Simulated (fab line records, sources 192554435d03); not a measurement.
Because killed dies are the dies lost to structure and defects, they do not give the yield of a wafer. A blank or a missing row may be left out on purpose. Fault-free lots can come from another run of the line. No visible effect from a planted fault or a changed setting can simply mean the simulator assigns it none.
fab line records	flow n5-finfet	part 1 of 2: steps 1 to 4 of 6
[record] lots = 24	wafers = 72	last-day = 18
route steps=1938 shown BEOL_M9@1414 BEOL_M10@1471
lots untouched by any fault: they come from a run of this same line in which no faults occurred
start-h: hours from the record's first day to the start of the lot's first wafer shown	wait-h: hours elapsed since this lot's preceding step	" as in the row above	L1.1+2: one row covering several wafers at once	- value missing, or start not given	* or withheld: withheld	< > ~ a bound
route shown NAME@n: a module of which the file shows steps, and the number in the route of the first	usual: mean/standard deviation taken from wafers without a fault	same: alike in all rows	chamber/n: place in a boat	sites: each site's reading	_std_site: how widely they spread, as a standard deviation	_edge_site: the outer-site mean with the inner-site mean subtracted	radius-mm: for every site, how far away it sits from the centre of the wafer	mask NAME#n: copy n	behind: the tool/chamber that last shaped the wafer	hold: cause of the lot's hold/its duration in hours/its outcome	device: whichever transistor did not switch (one of n, p or np)	end of line: the tests these same wafers got at the end of their route	a step without rows: its recipe alone	killed: dies that structure and defects cost at the first sort, which is not the same as the wafer's yield	map: a wafer's dies, marking killed ones x, the rest . and places with no die _
set.NAME: the setting as run; set.NAME@STEP: as run at that earlier step	model.NAME: the simulator's own value behind a step, which no gauge read
one table for each step of the route and one row for each wafer, over a sample of lots
services: the hour from which a tool's chamber was out of use, counted from the record's first day as start-h (under 0 if before that day), plus the number of hours and why
[[steps]]
[step N5_BEOL_M9_CD_MEAS_11]
[recipe] target-cd-nm = 64.1	landing-energy-ev = 500	detector = se-inlens	polarity = opening
[usual] cd-nm = 64.2/0.7
[same] landing-energy-ev = 500
lot.wafer	tool	chamber	start-h	wait-h	cd-nm
L075.1	cd-sem-03	0	234.94	-	64.4
L075.2	"	0	"	"	64.2
L075.6	"	0	"	"	63.8
L074.3	cd-sem-02	0	238.26	-	63.5
L074.5	"	0	"	"	63.1
L074.6	"	0	"	"	63.6
L076.4	cd-sem-03	0	246.74	-	64.0
L076.5	"	0	"	"	63.6
L076.6	"	0	"	"	64.5
L077.2	cd-sem-03	0	251.38	-	64.7
L077.5	"	0	"	"	65.2
L077.6	"	0	"	"	64.0
L079.2	cd-sem-01	0	256.59	-	64.2
L079.3	"	0	"	"	64.0
L079.4	"	0	"	"	64.5
L078.3	cd-sem-02	0	256.76	-	63.9
L078.4	"	0	"	"	62.7
L078.6	"	0	"	"	63.5
L080.2	cd-sem-01	0	259.75	-	63.3
L080.5	"	0	"	"	64.1
L080.6	"	0	"	"	63.5
L083.3	cd-sem-03	0	266.02	-	64.5
L083.5	"	0	"	"	64.4
L083.6	"	0	"	"	63.5
L081.1	cd-sem-03	0	284.77	-	64.5
L081.4	"	0	"	"	65.6
L081.5	"	0	"	"	64.0
L082.1	cd-sem-01	0	294.08	-	64.0
L082.3	"	0	"	"	64.8
L082.4	"	0	"	"	64.7
L084.2	cd-sem-03	0	295.37	-	62.8
L084.3	"	0	"	"	63.3
L084.5	"	0	"	"	63.8
L088.1	cd-sem-03	0	298.28	-	64.6
L088.5	"	0	"	"	64.8
L088.6	"	0	"	"	65.1
L085.2	cd-sem-01	0	304.20	-	64.1
L085.3	"	0	"	"	64.7
L085.4	"	0	"	"	64.6
L086.1	cd-sem-03	0	312.08	-	64.6
L086.5	"	0	"	"	65.3
L086.6	"	0	"	"	64.6
L087.1	cd-sem-03	0	317.66	-	63.9
L087.3	"	0	"	"	64.4
L087.6	"	0	"	"	64.8
L089.2	cd-sem-01	0	323.00	-	63.4
L089.5	"	0	"	"	63.6
L089.6	"	0	"	"	63.3
L092.1	cd-sem-03	0	329.09	-	64.7
L092.4	"	0	"	"	64.6
L092.6	"	0	"	"	65.7
L090.1	cd-sem-02	0	331.75	-	63.8
L090.3	"	0	"	"	63.5
L090.4	"	0	"	"	63.6
L091.1	cd-sem-03	0	334.68	-	62.7
L091.2	"	0	"	"	63.6
L091.3	"	0	"	"	63.9
L093.1	cd-sem-01	0	340.88	-	63.5
L093.2	"	0	"	"	64.0
L093.4	"	0	"	"	64.3
L094.1	cd-sem-02	0	344.94	-	64.2
L094.5	"	0	"	"	63.8
L094.6	"	0	"	"	63.8
L095.3	cd-sem-03	0	354.56	-	63.8
L095.5	"	0	"	"	63.1
L095.6	"	0	"	"	63.3
L096.1	cd-sem-03	0	371.78	-	63.1
L096.2	"	0	"	"	63.9
L096.4	"	0	"	"	62.9
L097.2	cd-sem-03	0	377.63	-	65.6
L097.3	"	0	"	"	65.0
L097.5	"	0	"	"	65.0
[step N5_BEOL_M9_OCD_MEAS_38]
[usual] trench-depth-nm = 152.0/2.7
lot.wafer	tool	chamber	start-h	wait-h	trench-depth-nm
L075.1	ocd-02	-	236.41	-	151.2
L075.2	"	-	"	"	154.7
L075.6	"	-	"	"	153.8
L074.3	ocd-01	-	239.92	-	151.1
L074.5	"	-	"	"	150.6
L074.6	"	-	"	"	153.4
L076.4	ocd-01	-	248.31	-	150.1
L076.5	"	-	"	"	148.0
L076.6	"	-	"	"	153.9
L077.2	ocd-01	-	253.96	-	150.1
L077.5	"	-	"	"	155.4
L077.6	"	-	"	"	150.2
L079.2	ocd-02	-	259.32	-	150.6
L079.3	"	-	"	"	151.1
L079.4	"	-	"	"	156.1
L078.3	ocd-02	-	259.76	-	154.6
L078.4	"	-	"	"	153.7
L078.6	"	-	"	"	152.3
L080.2	ocd-02	-	261.18	-	154.5
L080.5	"	-	"	"	154.8
L080.6	"	-	"	"	153.9
L083.3	ocd-02	-	268.07	-	153.7
L083.5	"	-	"	"	147.8
L083.6	"	-	"	"	152.0
L081.1	ocd-01	-	287.75	-	152.9
L081.4	"	-	"	"	155.1
L081.5	"	-	"	"	151.8
L084.2	ocd-01	-	297.15	-	152.6
L084.3	"	-	"	"	153.3
L084.5	"	-	"	"	147.9
L082.1	ocd-02	-	297.19	-	154.9
L082.3	"	-	"	"	151.9
L082.4	"	-	"	"	156.1
L088.1	ocd-01	-	300.41	-	152.1
L088.5	"	-	"	"	149.7
L088.6	"	-	"	"	153.6
L085.2	ocd-01	-	306.03	-	146.6
L085.3	"	-	"	"	150.6
L085.4	"	-	"	"	149.7
L086.1	ocd-02	-	317.04	-	154.4
L086.5	"	-	"	"	152.7
L086.6	"	-	"	"	151.3
L087.1	ocd-02	-	319.61	-	151.3
L087.3	"	-	"	"	152.1
L087.6	"	-	"	"	152.3
L089.2	ocd-02	-	325.09	-	150.6
L089.5	"	-	"	"	152.3
L089.6	"	-	"	"	155.4
L092.1	ocd-01	-	331.01	-	152.3
L092.4	"	-	"	"	150.0
L092.6	"	-	"	"	153.6
L090.1	ocd-02	-	335.30	-	146.0
L090.3	"	-	"	"	151.6
L090.4	"	-	"	"	152.9
L091.1	ocd-01	-	336.39	-	152.8
L091.2	"	-	"	"	146.3
L091.3	"	-	"	"	151.6
L093.1	ocd-01	-	344.24	-	157.5
L093.2	"	-	"	"	150.3
L093.4	"	-	"	"	155.5
L094.1	ocd-02	-	349.16	-	151.1
L094.5	"	-	"	"	150.5
L094.6	"	-	"	"	150.7
L095.3	ocd-02	-	357.78	-	153.4
L095.5	"	-	"	"	153.8
L095.6	"	-	"	"	152.8
L096.1	ocd-01	-	373.25	-	150.5
L096.2	"	-	"	"	155.4
L096.4	"	-	"	"	150.5
L097.2	ocd-01	-	380.56	-	144.5
L097.3	"	-	"	"	153.1
L097.5	"	-	"	"	152.8
[step N5_BEOL_M9_CMP_52]
[recipe] stop-on = SiCOH_lowk	t-overpolish-s = 7	down-force-psi = 1	platen-rpm = 50	clearing-platen-down-force-psi = 1.5	clearing-platen-rpm = 50	post-cmp-clean = cu-alkaline	target-thk-nm = 140	clearing-platen-pad-velocity-m-s = 0.99484	pad-velocity-m-s = 0.99484
[usual] barrier-field-endpoint-s = 28.6/0.71	head-pressure-psi = 0.9999/0.0022	motor-current-A = 6.1/0.82	overpolish-run-s = 6.998/0.009	slurry-filter-dp-kPa = 13.52/0.13	slurry-flow-ml-min = 149.9/0.54	time-to-endpoint-s = 65/3.3
lot.wafer	tool	chamber	start-h	wait-h	barrier-field-endpoint-s	head-pressure-psi	motor-current-A	overpolish-run-s	slurry-filter-dp-kPa	slurry-flow-ml-min	time-to-endpoint-s
L075.2	cmp-04	3	239.80	0.2	27.4	0.9991	7.3	7.001	13.36	150.0	64
L075.1	"	1	"	"	28.7	1.0024	5.7	6.998	13.58	150.7	67
L075.6	"	3	"	"	28.0	0.9999	7.1	6.992	13.52	149.6	63
L074.3	cmp-04	0	242.88	0.4	29.1	0.9981	6.2	7.003	13.54	149.7	67
L074.5	"	2	"	"	30.4	0.9968	5.3	6.984	13.57	150.6	75
L074.6	"	3	"	"	28.7	1.0002	6.8	6.994	13.65	151.4	61
L076.4	cmp-01	3	251.62	0.1	30.2	1.0014	6.1	6.985	13.46	150.1	68
L076.6	"	3	"	"	28.8	0.9997	6.4	7.011	13.42	150.4	70
L076.5	"	0	"	"	28.9	0.9995	5.5	6.989	13.39	149.8	63
L077.2	cmp-02	0	256.43	0.2	27.9	1.0013	6.4	7.002	13.68	149.4	64
L077.6	"	3	"	"	28.6	0.9997	5.5	7.001	13.36	149.7	61
L077.5	"	0	"	"	28.7	1.0002	6.4	6.992	13.55	149.0	68
L079.4	cmp-04	0	261.78	0.1	30.2	0.9968	6.4	6.975	13.50	149.4	69
L079.2	"	1	"	"	27.7	0.9999	5.9	6.988	13.90	149.6	63
L079.3	"	2	"	"	29.6	1.0047	5.5	6.986	13.75	148.9	71
L078.4	cmp-01	1	261.88	0.1	28.4	0.9968	4.7	6.997	13.51	149.3	67
L078.3	"	3	"	"	27.9	0.9968	6.1	6.994	13.39	150.8	64
L078.6	"	2	"	"	28.1	0.9948	6.8	6.982	13.65	149.7	64
L080.2	cmp-04	2	263.28	0.3	30.4	1.0052	5.3	7.008	13.69	150.3	72
L080.6	"	1	"	"	28.4	1.0019	6.0	7.002	13.47	148.7	65
L080.5	"	2	"	"	30.5	0.9999	5.3	6.989	13.35	149.8	73
L083.3	cmp-01	1	271.19	0.3	27.9	1.0013	4.7	6.993	13.53	149.8	67
L083.6	"	2	"	"	28.1	1.0003	6.9	6.996	13.69	149.4	63
L083.5	"	3	"	"	28.9	1.0005	6.4	6.988	13.60	150.6	68
L081.4	cmp-02	3	291.77	0.1	28.3	0.9973	5.4	6.992	13.43	150.0	60
L081.1	"	2	"	"	29.5	0.9987	5.8	6.990	13.52	150.5	65
L081.5	"	0	"	"	29.0	1.0036	6.3	7.007	13.52	149.6	61
L084.3	cmp-01	1	299.89	0.3	28.4	0.9957	5.0	6.992	13.57	150.0	66
L084.2	"	0	"	"	27.9	1.0043	5.7	7.006	13.51	150.6	60
L084.5	"	1	"	"	28.7	0.9990	4.9	6.996	13.36	150.0	65
L082.4	cmp-02	3	300.00	0.4	28.5	0.9994	5.6	6.990	13.34	149.6	64
L082.3	"	1	"	"	27.6	1.0023	7.7	7.022	13.57	150.2	61
L082.1	"	2	"	"	28.5	0.9994	5.7	6.999	13.65	149.7	68
L088.1	cmp-02	0	304.63	0.4	27.0	1.0002	6.3	6.995	13.49	150.8	61
L088.6	"	1	"	"	28.3	0.9993	8.1	6.992	13.49	150.8	60
L088.5	"	2	"	"	27.5	1.0003	5.7	6.997	13.37	150.2	64
L085.3	cmp-04	1	308.39	0.2	28.2	0.9994	5.6	7.003	13.57	149.0	60
L085.2	"	2	"	"	28.8	0.9982	5.1	7.018	13.59	150.1	68
L085.4	"	0	"	"	28.2	1.0039	6.8	7.001	13.65	150.4	64
L086.1	cmp-01	2	318.81	0.3	28.4	0.9978	7.0	7.004	13.38	148.4	64
L086.5	"	1	"	"	28.8	0.9991	4.9	6.992	13.39	149.7	69
L086.6	"	2	"	"	28.7	0.9990	6.5	7.007	13.48	148.6	66
L087.1	cmp-01	2	321.62	0.3	28.6	1.0022	6.9	7.002	13.63	149.1	67
L087.3	"	3	"	"	28.1	0.9977	6.7	6.993	13.61	150.0	65
L087.6	"	0	"	"	28.6	1.0019	5.4	6.984	13.71	149.5	62
L089.2	cmp-02	0	327.82	0.2	27.4	1.0008	6.2	6.988	13.41	150.3	60
L089.5	"	0	"	"	28.1	0.9967	6.0	7.003	13.43	150.7	64
L089.6	"	1	"	"	28.0	0.9986	7.7	6.995	13.61	149.9	62
L092.4	cmp-02	0	332.72	0.2	28.6	0.9979	6.3	6.982	13.51	150.0	63
L092.1	"	1	"	"	28.6	0.9990	7.5	7.006	13.42	150.9	63
L092.6	"	3	"	"	28.0	1.0031	5.4	6.982	13.43	149.2	59
L090.1	cmp-02	2	338.15	0.3	28.7	0.9978	5.6	6.993	13.35	150.2	66
L090.4	"	3	"	"	28.4	0.9982	5.0	6.991	13.47	150.6	62
L090.3	"	1	"	"	27.1	1.0001	7.5	6.997	13.66	150.5	60
L091.1	cmp-01	2	338.66	0.3	28.9	1.0024	7.0	6.982	13.59	150.0	65
L091.2	"	3	"	"	28.0	0.9995	6.4	6.991	13.62	149.9	66
L091.3	"	0	"	"	28.0	1.0026	5.8	6.984	13.52	149.8	64
L093.2	cmp-02	0	346.35	0.3	28.7	1.0013	6.2	7.003	13.60	149.9	65
L093.4	"	1	"	"	29.0	1.0019	7.2	6.977	13.49	150.8	67
L093.1	"	2	"	"	28.0	1.0032	5.4	6.993	13.57	149.7	65
L094.1	cmp-02	1	352.54	0.4	29.1	1.0004	7.7	6.999	13.35	150.2	63
L094.6	"	1	"	"	30.0	0.9952	8.0	7.010	13.62	149.9	65
L094.5	"	2	"	"	29.2	1.0012	5.5	7.013	13.47	150.0	64
L095.3	cmp-02	0	359.81	0.2	27.8	1.0004	6.5	6.997	13.39	149.9	62
L095.6	"	2	"	"	28.7	1.0035	5.8	6.996	13.65	150.3	67
L095.5	"	3	"	"	28.9	0.9983	5.2	6.996	13.67	149.8	63
L096.2	cmp-01	2	375.64	0.2	28.9	0.9982	6.6	7.012	13.57	149.9	64
L096.4	"	3	"	"	29.6	1.0016	6.4	7.001	13.51	150.1	68
L096.1	"	1	"	"	29.3	0.9985	4.8	7.011	13.77	149.6	70
L097.2	cmp-02	1	382.91	0.2	28.4	0.9979	7.7	6.994	13.67	149.4	65
L097.3	"	2	"	"	28.8	1.0011	5.5	7.009	13.46	150.2	70
L097.5	"	2	"	"	30.4	0.9994	5.9	7.002	13.49	150.2	71
[step N5_BEOL_M10_CURE_71]
[recipe] temp-c = 385	time-s = 240	ambient = He/Ar	material = SiCOH_lowk
[usual] lamp-power-pct = 52.31/0.056	wafer_temp_C_max = 386.9/0.49
[same] time-s = 240
lot.wafer	tool	chamber	start-h	wait-h	lamp-power-pct	wafer_temp_C_max
L075.1	uv-cure-02	1	240.36	0.1	52.36	388.2
L075.2	"	1	"	"	52.28	387.6
L075.6	"	1	"	"	52.32	387.1
L074.3	uv-cure-01	2	243.54	0.2	52.27	386.9
L074.5	"	2	"	"	52.23	387.1
L074.6	"	2	"	"	52.25	386.6
L076.4	uv-cure-01	1	252.67	0.5	52.37	386.6
L076.5	"	1	"	"	52.21	386.3
L076.6	"	1	"	"	52.33	386.0
L077.2	uv-cure-02	2	257.04	0.1	52.31	387.3
L077.5	"	2	"	"	52.34	387.2
L077.6	"	2	"	"	52.30	387.0
L079.2	uv-cure-01	0	262.45	0.1	52.27	387.1
L079.3	"	0	"	"	52.36	387.2
L079.4	"	0	"	"	52.29	387.6
L078.3	uv-cure-02	1	262.75	0.3	52.32	386.7
L078.4	"	1	"	"	52.32	387.4
L078.6	"	1	"	"	52.40	386.5
L080.2	uv-cure-01	1	263.89	0.1	52.25	386.9
L080.5	"	1	"	"	52.21	387.2
L080.6	"	1	"	"	52.33	386.4
L083.3	uv-cure-02	2	271.81	0.2	52.39	387.4
L083.5	"	2	"	"	52.36	387.2
L083.6	"	2	"	"	52.31	386.7
L081.1	uv-cure-02	2	292.34	0.0	52.34	387.2
L081.4	"	2	"	"	52.40	386.8
L081.5	"	2	"	"	52.36	386.8
L084.2	uv-cure-03	1	300.54	0.1	52.37	387.0
L084.3	"	1	"	"	52.32	386.1
L084.5	"	1	"	"	52.32	386.4
L082.1	uv-cure-02	0	300.91	0.3	52.27	386.9
L082.3	"	0	"	"	52.26	386.5
L082.4	"	0	"	"	52.34	386.7
L088.1	uv-cure-02	1	305.08	0.0	52.26	387.1
L088.5	"	1	"	"	52.30	387.4
L088.6	"	1	"	"	52.35	386.8
L085.2	uv-cure-01	0	309.04	0.1	52.38	386.6
L085.3	"	0	"	"	52.36	386.7
L085.4	"	0	"	"	52.31	386.3
L086.1	uv-cure-01	2	319.38	0.1	52.29	387.5
L086.5	"	2	"	"	52.49	387.0
L086.6	"	2	"	"	52.28	386.3
L087.1	uv-cure-01	2	322.12	0.0	52.19	387.7
L087.3	"	2	"	"	52.27	386.6
L087.6	"	2	"	"	52.24	387.2
L089.2	uv-cure-01	1	328.47	0.1	52.29	386.9
L089.5	"	1	"	"	52.24	386.7
L089.6	"	1	"	"	52.29	387.1
L092.1	uv-cure-02	0	333.29	0.0	52.30	386.0
L092.4	"	0	"	"	52.32	386.6
L092.6	"	0	"	"	52.33	386.7
L090.1	uv-cure-01	2	338.72	0.0	52.26	387.0
L090.3	"	2	"	"	52.40	386.9
L090.4	"	2	"	"	52.24	387.7
L091.1	uv-cure-02	1	339.19	0.0	52.27	386.9
L091.2	"	1	"	"	52.37	386.3
L091.3	"	1	"	"	52.30	386.7
L093.1	uv-cure-01	0	346.88	0.0	52.41	387.0
L093.2	"	0	"	"	52.30	386.8
L093.4	"	0	"	"	52.32	386.9
L094.1	uv-cure-02	2	353.11	0.0	52.34	385.8
L094.5	"	2	"	"	52.32	388.5
L094.6	"	2	"	"	52.32	386.8
L095.3	uv-cure-02	0	360.47	0.2	52.28	386.0
L095.5	"	0	"	"	52.25	386.2
L095.6	"	0	"	"	52.36	386.9
L096.1	uv-cure-02	1	376.21	0.0	52.41	386.7
L096.2	"	1	"	"	52.25	387.6
L096.4	"	1	"	"	52.37	386.8
L097.2	uv-cure-03	0	383.63	0.2	52.42	387.5
L097.3	"	0	"	"	52.31	386.8
L097.5	"	0	"	"	52.32	386.5
